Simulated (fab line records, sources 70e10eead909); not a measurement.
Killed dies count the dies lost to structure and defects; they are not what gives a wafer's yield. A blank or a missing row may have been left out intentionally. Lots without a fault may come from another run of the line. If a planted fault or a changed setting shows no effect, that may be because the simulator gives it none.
fab line records    flow nandHarc
record: lots: 11  wafers: 33  lastDay: 33
route steps=1302 shown P_ZERO_WELL@19 P_GATE@146 END@1302
lots that met no fault: from a run of the same line without faults
startH: start of the lot's first displayed wafer, in hours after the record's first day    waitH: hours from the lot's prior step to this one    " same as the row above    L1.1+2: one row covering several wafers at once    - no value present, or no start provided    * or withheld: withheld    < > ~ a bound
route shown NAME@n: NAME is a module with steps in the file, n the number in the route of the first one    usual: average and standard deviation across the fault-free wafers    same: alike in all rows    chamber/n: place in a boat    sites: the reading at each site    _std_site: how widely they spread, as a standard deviation    _edge_site: mean of outer sites minus mean of inner sites    radiusMm: for every site, how far away it sits from the centre of the wafer    mask NAME#n: copy n    behind: the tool/chamber that last shaped the wafer    hold: why the lot went on hold/how many hours it stayed there/how the hold came to an end    device: transistor that didn't switch, given as n, p or np    end of line: the route-end tests of the same wafers    where a step has no rows: the recipe by itself    killed: dies that structure and defects cost at the first sort, which is not the same as the wafer's yield    map: the dies of a wafer, with x for killed, . for not killed, _ for no die there
set.NAME: the setting that was run; set.NAME@STEP: the one run at that earlier step    model.NAME: the simulator's own value behind a step, which no gauge read
the route's steps for a sample of lots (tables are steps, rows are wafers)
services: the hour from which a tool's chamber was out of use, counted from the record's first day as startH (under 0 if before that day), plus the number of hours and why
== steps ==
step: NHARC_P_ZERO_WELL_ETCH_63
recipe: targetDepthA: 1200  timeS: 40.1  hbrFlowSccm: 150  cl2FlowSccm: 50  rfW: 400  icpW: 400  biasW: 100  chemistry: HBr/Cl2
usual: chamberPressureMTorr: 15.000/0.013  drypumpMotorCurrentA: 5.6/0.48  oesProductAu: 0.999/0.0089  throttleValvePct: 26.407/0.0082
lot.wafer  tool      chamber  startH  waitH  chamberPressureMTorr  drypumpMotorCurrentA  oesProductAu  rfHoursCounterH  throttleValvePct
L408.3     rieSi-04  3        21.67   -      14.997                5.1                   1.007         0.2              26.417
L408.4     "         2        "       "      15.013                5.1                   1.015         0.1              26.407
L408.5     "         0        "       "      14.988                6.2                   0.998         -                26.414
L409.2     rieSi-03  3        32.26   -      15.000                6.0                   1.005         0.9              26.407
L409.1     "         0        "       "      15.005                5.2                   0.987         0.8              26.397
L409.5     "         0        "       "      14.996                5.2                   0.993         -                26.402
L410.2     rieSi-04  1        41.68   -      14.996                5.9                   0.988         0.2              26.400
L410.6     "         3        "       "      15.023                5.1                   1.004         -                26.415
L410.5     "         0        "       "      14.973                6.2                   0.993         -                26.408
L412.3     rieSi-02  0        61.69   -      14.989                4.8                   1.003         0.8              26.418
L412.5     "         3        "       "      15.024                5.7                   0.999         -                26.407
L412.6     "         0        "       "      15.009                4.8                   0.990         -                26.400
L416.1     rieSi-03  3        102.02  -      15.010                6.0                   0.990         0.3              26.404
L416.3     "         1        "       "      15.009                5.8                   0.984         0.3              26.398
L416.2     "         2        "       "      14.993                6.2                   0.999         0.3              26.413
L417.1     rieSi-02  2        111.54  -      15.008                5.1                   1.003         0.0              26.389
L417.3     "         0        "       "      14.989                4.8                   1.010         0.0              26.411
L417.6     "         2        "       "      15.020                5.1                   1.004         -                26.420
L419.3     rieSi-04  0        131.54  -      15.005                6.2                   1.012         1.0              26.415
L419.2     "         2        "       "      14.991                5.1                   1.003         0.7              26.418
L419.6     "         3        "       "      15.011                5.1                   1.015         -                26.418
L428.3     rieSi-04  0        221.57  -      15.021                6.2                   1.002         0.3              26.400
L428.5     "         3        "       "      15.009                5.0                   0.995         -                26.400
L428.6     "         0        "       "      15.007                6.2                   1.000         -                26.409
L429.2     rieSi-03  3        231.70  -      14.989                6.0                   1.011         0.0              26.397
L429.4     "         1        "       "      15.000                5.8                   1.001         0.0              26.404
L429.6     "         3        "       "      15.004                6.0                   1.008         -                26.406
L430.2     rieSi-04  0        241.53  -      14.989                6.2                   1.010         0.4              26.412
L430.1     "         2        "       "      14.982                5.1                   1.016         0.4              26.427
L430.5     "         0        "       "      15.007                6.2                   1.008         -                26.395
L431.2     rieSi-04  0        251.66  -      15.000                6.2                   1.010         0.5              26.420
L431.1     "         2        "       "      14.997                5.1                   1.005         0.5              26.410
L431.6     "         0        "       "      15.007                6.3                   1.002         -                26.405
step: NHARC_P_ZERO_WELL_DESCUM_26
recipe: timeS: 3  o2FlowSccm: 200  arFlowSccm: 0  biasPowerW: 0  chemistry: O2
usual: chamberPressureMTorr: 60.00/0.054  drypumpMotorCurrentA: 5.7/0.38  oesProductAu: 1.002/0.013  rfVppV: 57.7/0.86  showerheadPlenumPTorr: 1.91/0.093  throttleValvePct: 11.312/0.0095
lot.wafer  tool        chamber  startH  waitH  chamberPressureMTorr  drypumpMotorCurrentA  oesProductAu  rfHoursCounterH  rfVppV  showerheadPlenumPTorr  throttleValvePct
L408.3     rieDiel-01  0        22.67   -      59.91                 5.7                   1.021         59               58.3    1.89                   11.310
L408.4     "           1        "       "      60.06                 6.2                   0.986         52               57.0    1.81                   11.303
L408.5     "           3        "       "      60.05                 6.3                   1.001         -                57.0    1.95                   11.302
L409.2     rieDiel-07  3        33.38   -      59.88                 5.4                   0.987         30               57.2    1.78                   11.311
L409.1     "           0        "       "      60.01                 5.2                   1.013         28               58.4    2.01                   11.296
L409.5     "           2        "       "      60.00                 5.1                   0.991         -                57.3    1.88                   11.303
L410.2     rieDiel-07  0        42.74   -      59.94                 5.2                   0.998         33               58.9    2.01                   11.301
L410.5     "           0        "       "      60.05                 5.2                   0.996         -                58.2    2.01                   11.314
L410.6     "           1        "       "      60.03                 5.9                   1.001         -                56.6    1.77                   11.316
L412.3     rieDiel-07  3        62.65   -      60.01                 5.4                   0.981         39               57.0    1.78                   11.304
L412.5     "           3        "       "      60.09                 5.4                   0.989         -                58.2    1.78                   11.310
L412.6     "           0        "       "      59.97                 5.2                   1.006         -                57.8    2.01                   11.301
L416.1     rieDiel-04  2        103.02  -      59.93                 5.7                   1.002         33               57.6    1.97                   11.319
L416.3     "           3        "       "      60.05                 5.6                   0.988         35               57.4    1.98                   11.317
L416.2     "           0        "       "      60.05                 5.7                   0.997         26               58.5    2.07                   11.310
L417.3     rieDiel-07  3        112.64  -      59.96                 5.4                   0.990         56               56.0    1.77                   11.292
L417.1     "           0        "       "      59.96                 5.2                   1.019         49               58.7    2.00                   11.320
L417.6     "           1        "       "      60.02                 5.8                   1.018         -                58.8    1.76                   11.308
L419.2     rieDiel-01  0        132.61  -      60.00                 5.7                   1.031         32               58.2    1.88                   11.311
L419.3     "           3        "       "      59.89                 6.3                   1.014         36               58.4    1.94                   11.309
L419.6     "           1        "       "      59.90                 6.2                   0.982         -                57.2    1.80                   11.307
L428.3     rieDiel-01  1        222.53  -      59.91                 6.2                   0.999         3                56.5    1.79                   11.331
L428.5     "           1        "       "      60.02                 6.3                   0.996         -                57.1    1.79                   11.314
L428.6     "           2        "       "      60.00                 5.7                   1.009         -                56.9    1.94                   11.301
L429.2     rieDiel-04  0        232.78  -      60.07                 5.8                   0.994         14               59.4    2.05                   11.308
L429.4     "           3        "       "      60.08                 5.6                   1.003         12               57.5    1.96                   11.307
L429.6     "           1        "       "      59.92                 5.5                   0.976         -                58.0    2.04                   11.313
L430.2     rieDiel-07  1        242.63  -      60.00                 5.9                   1.002         35               59.1    2.06                   11.323
L430.1     "           3        "       "      60.06                 5.4                   0.978         42               58.3    2.06                   11.296
L430.5     "           1        "       "      60.01                 5.9                   0.998         -                60.1    2.06                   11.316
L431.2     rieDiel-01  3        252.75  -      59.89                 6.3                   1.000         11               58.2    1.93                   11.341
L431.1     "           0        "       "      60.07                 5.7                   1.002         12               58.3    1.87                   11.322
L431.6     "           2        "       "      59.94                 5.7                   1.007         -                57.6    1.93                   11.303
step: NHARC_P_ZERO_WELL_EXPOSE_49
recipe: na: 0.6  targetCdNm: 2000  doseMj: 22.64  maskId: P_HVPW
usual: reticleTempC: 23.01/0.1
lot.wafer  tool           chamber  startH  waitH  mask         reticleTempC
L408.3     krfScanner-04  0        25.37   -      P_HVPW#0     23.06
L408.4     "              0        "       "      P_HVPW#0     23.18
L408.5     "              0        "       "      P_HVPW#0     23.04
L409.1     krfScanner-03  0        36.36   -      P_HVPW#0     23.10
L409.2     "              0        "       "      P_HVPW#0     23.10
L409.5     "              0        "       "      P_HVPW#0     23.21
L410.2     krfScanner-03  0        45.58   -      P_HVPW#0     23.27
L410.5     "              0        "       "      P_HVPW#0     23.13
L410.6     "              0        "       "      P_HVPW#0     23.09
L412.3     krfScanner-01  0        65.37   -      P_HVPW#0     23.06
L412.5     "              0        "       "      P_HVPW#0     23.03
L412.6     "              0        "       "      P_HVPW#0     23.04
L416.1     krfScanner-03  0        105.73  -      P_HVPW#0     23.09
L416.2     "              0        "       "      P_HVPW#0     23.06
L416.3     "              0        "       "      P_HVPW#0     23.09
L417.1     krfScanner-03  0        115.46  -      P_HVPW#0     22.91
L417.3     "              0        "       "      P_HVPW#0     22.83
L417.6     "              0        "       "      P_HVPW#0     22.84
L419.2     krfScanner-03  0        135.58  -      P_HVPW_R1#0  22.98
L419.3     "              0        "       "      P_HVPW_R1#0  22.90
L419.6     "              0        "       "      P_HVPW_R1#0  22.86
L428.3     krfScanner-01  0        225.49  -      P_HVPW#0     23.01
L428.5     "              0        "       "      P_HVPW#0     22.95
L428.6     "              0        "       "      P_HVPW#0     22.93
L429.2     krfScanner-01  0        235.49  -      P_HVPW#0     23.09
L429.4     "              0        "       "      P_HVPW#0     23.15
L429.6     "              0        "       "      P_HVPW#0     23.09
L430.1     krfScanner-03  0        245.45  -      P_HVPW#0     23.03
L430.2     "              0        "       "      P_HVPW#0     22.99
L430.5     "              0        "       "      P_HVPW#0     22.99
L431.1     krfScanner-03  0        255.45  -      P_HVPW#0     22.87
L431.2     "              0        "       "      P_HVPW#0     23.12
L431.6     "              0        "       "      P_HVPW#0     23.04
step: NHARC_P_ZERO_WELL_CD_MEAS_52
recipe: targetCdNm: 2000  landingEnergyEv: 500
usual: cdNm: 1999.0/2.3
same: landingEnergyEv: 500
lot.wafer  tool      chamber  startH  waitH  cdNm
L408.3     cdSem-02  0        25.52   -      1996.2
L408.4     "         0        "       "      1998.8
L408.5     "         0        "       "      2000.0
L409.1     cdSem-02  0        36.51   -      1998.5
L409.2     "         0        "       "      1998.9
L409.5     "         0        "       "      2001.5
L410.2     cdSem-01  0        45.74   -      1999.6
L410.5     "         0        "       "      2002.3
L410.6     "         0        "       "      1999.2
L412.3     cdSem-03  0        65.52   -      1998.2
L412.5     "         0        "       "      1997.2
L412.6     "         0        "       "      1998.9
L416.1     cdSem-02  0        105.89  -      2001.0
L416.2     "         0        "       "      2000.5
L416.3     "         0        "       "      2001.1
L417.1     cdSem-03  0        115.62  -      1999.2
L417.3     "         0        "       "      1997.9
L417.6     "         0        "       "      2000.5
L419.2     cdSem-03  0        135.73  -      1415.1
L419.3     "         0        "       "      1412.3
L419.6     "         0        "       "      1413.6
L428.3     cdSem-02  0        225.66  -      1991.8
L428.5     "         0        "       "      1998.6
L428.6     "         0        "       "      1997.2
L429.2     cdSem-03  0        235.64  -      1998.7
L429.4     "         0        "       "      2001.8
L429.6     "         0        "       "      2001.6
L430.1     cdSem-01  0        245.61  -      1998.4
L430.2     "         0        "       "      1997.0
L430.5     "         0        "       "      1998.8
L431.1     cdSem-02  0        255.60  -      1999.6
L431.2     "         0        "       "      1997.5
L431.6     "         0        "       "      1999.2
step: NHARC_P_GATE_HM_OPEN_105
recipe: targetDepthA: 3600  o2FlowSccm: 400  cosFlowSccm: 20  arFlowSccm: 0  rfW: 500  biasW: 300  chemistry: O2/COS
usual: chamberPressureMTorr: 19.999/0.02  drypumpMotorCurrentA: 5.6/0.35  oesProductAu: 0.997/0.011  rfVppV: 468.0/2.7  showerheadPlenumPTorr: 3.16/0.12  throttleValvePct: 28.330/0.0097
lot.wafer  tool        chamber  startH  waitH  chamberPressureMTorr  drypumpMotorCurrentA  oesProductAu  rfHoursCounterH  rfVppV  showerheadPlenumPTorr  throttleValvePct
L408.4     rieDiel-03  1        -       -      20.012                6.0                   0.992         6.9              463.5   2.99                   28.336
L408.3     "           3        "       "      19.978                5.3                   0.997         7.0              467.5   3.17                   28.322
L408.5     "           2        "       "      19.993                6.3                   0.998         -                468.6   3.16                   28.323
L409.2     rieDiel-05  2        -       -      20.036                5.6                   1.009         2.1              464.7   3.02                   28.335
L409.1     "           0        "       "      20.003                5.3                   1.015         3.5              472.0   3.32                   28.315
L409.5     "           2        "       "      20.019                5.6                   1.001         -                463.4   3.02                   28.311
L410.2     rieDiel-02  1        -       -      20.030                5.7                   0.979         4.0              469.4   3.22                   28.336
L410.6     "           3        "       "      19.947                5.2                   1.017         -                470.5   3.22                   28.339
L410.5     "           0        "       "      20.010                5.5                   1.007         -                464.7   2.98                   28.334
L412.3     rieDiel-03  0        -       -      19.993                5.2                   0.997         1.0              471.1   3.28                   28.319
L412.6     "           1        "       "      19.983                6.1                   0.999         -                463.9   2.99                   28.326
L412.5     "           2        "       "      19.978                6.3                   1.008         -                468.4   3.16                   28.339
L416.3     rieDiel-05  3        -       -      20.006                6.2                   0.998         5.9              470.5   3.22                   28.308
L416.1     "           0        "       "      20.029                5.2                   0.996         6.3              471.6   3.32                   28.352
L416.2     "           1        "       "      19.968                5.4                   0.986         5.3              468.3   3.25                   28.326
L417.3     rieDiel-05  3        -       -      20.035                6.2                   1.000         6.7              469.3   3.22                   28.327
L417.1     "           2        "       "      20.003                5.6                   1.003         5.9              465.7   3.02                   28.333
L417.6     "           3        "       "      20.022                6.2                   1.001         -                468.6   3.22                   28.347
L428.3     rieDiel-02  3        -       -      20.022                5.2                   1.007         4.4              468.1   3.21                   28.345
L428.6     "           0        "       "      19.972                5.5                   1.013         -                463.6   2.97                   28.347
L428.5     "           1        "       "      19.957                5.7                   0.994         -                469.7   3.22                   28.314
L429.4     rieDiel-02  2        -       -      20.008                5.3                   1.012         6.6              464.0   2.98                   28.336
L429.2     "           3        "       "      20.040                5.2                   1.003         5.2              468.6   3.21                   28.335
L429.6     "           2        "       "      19.984                5.3                   1.016         -                463.6   2.98                   28.330
L431.1     rieDiel-05  2        -       -      19.943                5.6                   1.001         4.6              466.1   3.02                   28.322
L431.2     "           0        "       "      20.034                5.3                   0.992         5.4              471.3   3.31                   28.317
L431.6     "           1        "       "      19.997                5.4                   0.981         -                469.2   3.24                   28.318
L430.1     rieDiel-02  1        -       -      19.988                5.7                   1.014         3.5              470.2   3.22                   28.325
L430.2     "           2        "       "      19.986                5.3                   1.014         6.8              463.9   2.98                   28.328
L430.5     "           2        "       "      19.998                5.3                   1.011         -                465.5   2.98                   28.318
step: NHARC_END_SORT_01
recipe: tempC: 25
usual: killedAtArray: 57/20  killedAtOther: 1.0/1.5  killedAtPeriphery: 3.5/2.5  killedDies: 62/21  killedOpen: 3.5/1.9  killedShort: 2.4/1.6
same: grossDies: 677
lot.wafer  tool       chamber  startH  waitH  killedAtArray  killedAtOther  killedAtPeriphery  killedDies  killedOpen  killedShort
L419.2     prober-02  0        680.88  2.8    62             0              615                677         3           7
L419.3     prober-02  0        681.69  3.1    62             0              615                677         3           2
L419.6     prober-02  0        684.11  4.0    70             0              607                677         1           3
killed by level:class
L419.2 P_ZERO_WELL:areaExpose=603 A_CHANNEL_HOLE_D1:chamberFilmFlake=26 A_CHANNEL_HOLE_D2:chamberFilmFlake=19 P_M2:chamberFilmFlake=6 A_STAIRCASE:chamberFilmFlake=4 A_ONON_D1:geometricParticle:short=3 A_WL_FILL:chamberFilmFlake=3 P_ZERO_WELL:geometricParticle:open=2
L419.3 P_ZERO_WELL:areaExpose=612 A_CHANNEL_HOLE_D1:chamberFilmFlake=29 A_CHANNEL_HOLE_D2:chamberFilmFlake=22 A_STAIRCASE:chamberFilmFlake=4 P_STI:chamberFilmFlake=2 A_CHANNEL_HOLE_D1:geometricParticle:open=1 A_CHANNEL_FILL_D1:geometricParticle:short=1 A_CHANNEL_FILL_D1:geometricParticle:open=1
L419.6 P_ZERO_WELL:areaExpose=606 A_CHANNEL_HOLE_D1:chamberFilmFlake=40 A_CHANNEL_HOLE_D2:chamberFilmFlake=20 A_ONON_D2:geometricParticle:short=3 A_M1:chamberFilmFlake=2 A_SOURCE_PLATE:geometricParticle:open=1 P_M2:chamberFilmFlake=1 A_DECK1_JOINT:chamberFilmFlake=1
== services ==
tool           chamber  startH  hours  kind
rieDiel-02     3        22.10   4.1    repair
rieDiel-01     -        26.80   9.0    pm
rieDiel-02     -        39.70   9.0    pm
krfScanner-03  -        52.00   4.0    pm
rieDiel-05     -        52.71   9.0    pm
krfScanner-03  -        64.92   2.5    repair
rieDiel-05     -        67.22   3.4    repair
rieDiel-05     1        75.75   5.2    repair
rieDiel-05     3        76.88   5.5    repair
rieDiel-07     0        80.69   12.8   repair
krfScanner-03  -        84.89   5.4    repair
rieDiel-07     -        117.20  9.0    pm
rieSi-04       0        133.58  8.6    repair
rieDiel-07     0        155.63  4.6    repair
rieSi-04       -        159.92  0.5    repair
rieDiel-02     1        162.74  4.3    repair
rieSi-04       -        165.00  9.0    pm
krfScanner-03  -        171.66  1.0    repair
rieDiel-05     2        172.28  2.9    repair
rieDiel-07     3        199.17  1.5    repair
rieDiel-01     -        203.80  9.0    pm
krfScanner-03  -        224.00  4.0    pm
rieDiel-07     1        291.02  2.6    repair
rieDiel-07     -        294.20  9.0    pm
== key ==
firstSign: step: NHARC_P_ZERO_WELL_EXPOSE_49  reading: mask  direction: changed
effect: step: NHARC_P_ZERO_WELL_CD_MEAS_52  reading: cdNm  direction: down  sigmas: 99+  usual: 1999.0  struck: 1413.7
effect: step: NHARC_END_SORT_01  reading: killedAtPeriphery  direction: up  sigmas: 99+  usual: 3.5  struck: 612.3
moreKillsBornAt: NHARC_P_ZERO_WELL_EXPOSE_49@krfScanner-03: 1821
metAt NHARC_P_ZERO_WELL_EXPOSE_49
struckLots L419
laterRowsLeftOut L419.2,L419.3,L419.6
testerLeftOut L419
notActingAt NHARC_P_ZERO_WELL_ETCH_63,NHARC_P_ZERO_WELL_DESCUM_26,NHARC_P_GATE_HM_OPEN_105
onsetBetween 115.46 135.58
fault: kind: wrongMask  tool: any  chamber: -  onsetH: 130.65  steps: NHARC_P_ZERO_WELL_EXPOSE_49  auxCopy: P_HVPW_R1#0  cdOffsetNm: -585.91  scope: struckLotsOnly
testerLeftOut: of these lots the tester's yield and bins aren't shown, on N5 and GAA mostly nor the transistor test; their killed dies are dies lost to structure and defects alone, not to doping, threshold or leakage, so they don't give the yield
laterRowsLeftOut: the simulator's readings of these wafers behind a module that went badly wrong aren't trusted and aren't shown, but for the sort
